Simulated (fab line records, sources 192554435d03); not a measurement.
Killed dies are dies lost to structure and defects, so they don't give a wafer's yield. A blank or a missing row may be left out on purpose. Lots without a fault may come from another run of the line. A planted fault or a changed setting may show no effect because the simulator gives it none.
Split-lot experiment | flow n5_finfet | 7 lots, 21 wafers read, on a route of 1938 steps

THE SPLIT
At N5_BEOL_M4_COAT_68 (time 60 s, resist thk 12 nm), the setting spin_rpm was moved away from the recipe's 1500 rpm on 8 of the 21 wafers read, by -5.8% to +8.7%. The other wafers ran this setting at the recipe's value.

FROM THE SPLIT TO THE READING: what the file shows between them, 4 steps
- N5_BEOL_M4_COAT_76: time 60 s, resist thk 5 nm
- N5_BEOL_M4_COAT_22: resist thk 30 nm
- N5_BEOL_M4_DESCUM_33: chemistry O2, time 7 s
- N5_BEOL_M4_ETCH_77: etches underlayer in N2/H2, target depth 6.5 nm, time 5.2 s

THE READING
etch.depth_nm (the simulator's own value, which no gauge read), in nm, at N5_BEOL_M4_ETCH_69 (etches SiARC in CF4, target depth 15.6 nm, time 26 s). The file gives no usual value for it. The 13 wafers here that ran the recipe average 12.01 nm, standard deviation 0.026 nm.

wafer  | tool, chamber at the split | spin_rpm as run, rpm | against the recipe | etch.depth_nm, nm | against lot-mates on the recipe
L074.2 | litho_track-05, 0          | 1433                 | -4.5%              | 12.27             | +0.28
L074.4 | litho_track-05, 0          | 1500                 | recipe             | 12.01             | -
L074.6 | litho_track-05, 0          | 1500                 | recipe             | 11.97             | -
L080.2 | litho_track-05, 0          | 1500                 | recipe             | 12.01             | -
L080.5 | litho_track-05, 0          | 1581                 | +5.4%              | 11.71             | -0.30
L080.6 | litho_track-05, 0          | 1581                 | +5.4%              | 11.67             | -0.34
L081.1 | litho_track-02, 0          | 1413                 | -5.8%              | 12.34             | +0.36
L081.3 | litho_track-02, 0          | 1500                 | recipe             | 11.97             | -
L081.5 | litho_track-02, 0          | 1500                 | recipe             | 11.99             | -
L084.2 | litho_track-05, 0          | 1500                 | recipe             | 12.04             | -
L084.3 | litho_track-05, 0          | 1630                 | +8.7%              | 11.58             | -0.46
L084.4 | litho_track-05, 0          | 1630                 | +8.7%              | 11.58             | -0.46
L085.1 | litho_track-03, 0          | 1500                 | recipe             | 12.01             | -
L085.2 | litho_track-03, 0          | 1500                 | recipe             | 12.01             | -
L085.3 | litho_track-03, 0          | 1500                 | recipe             | 11.98             | -
L089.1 | litho_track-03, 0          | 1449                 | -3.4%              | 12.28             | +0.22
L089.4 | litho_track-03, 0          | 1449                 | -3.4%              | 12.26             | +0.20
L089.6 | litho_track-03, 0          | 1500                 | recipe             | 12.06             | -
L094.1 | litho_track-03, 0          | 1500                 | recipe             | 12.04             | -
L094.2 | litho_track-03, 0          | 1500                 | recipe             | 12                | -
L094.6 | litho_track-03, 0          | 1500                 | recipe             | 11.99             | -

THE FIT
A straight line over all 21 wafers: etch.depth_nm changes by -0.0555 nm for each +1% of spin_rpm; r = -0.99; the points scatter about the line by 0.036 nm.
The same after taking each lot's own level away (the mean of its wafers on the recipe; 21 wafers): -0.057 nm for each +1%; r = -1.00; scatter 0.02 nm.
On that fit, the largest move of spin_rpm shifts the reading by 0.49 nm.
The lots' own levels span 11.980 to 12.060 nm, that is 3.0 times the standard deviation above.
So the lot-to-lot level changes the slope little: the two slopes agree.
Check: with one of the wafers moved furthest among these (+8.7%) left out of the fit, the line predicts -0.499 nm for it against its lot-mates. It came out at -0.46 nm against them.

THE WHOLE CHAIN: every reading that the file lists as answering this split, in the file's order
step               | what it does                                         | reading                                                                          | change (the file's fit)               | r (the file's)
N5_BEOL_M4_COAT_68 | time 60 s, resist thk 12 nm                          | SiARC_of_BEOL_M4_COAT_68.thk_nm (the simulator's own value, which no gauge read) | -0.053 nm for each +1% of the setting | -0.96
N5_BEOL_M4_ETCH_69 | etches SiARC in CF4, target depth 15.6 nm, time 26 s | etch.depth_nm (the simulator's own value, which no gauge read)                   | -0.058 nm for each +1% of the setting | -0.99

THE FILE'S OWN FIT
etch.depth_nm changes by -0.058 nm for each +1% of spin_rpm, r = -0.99.
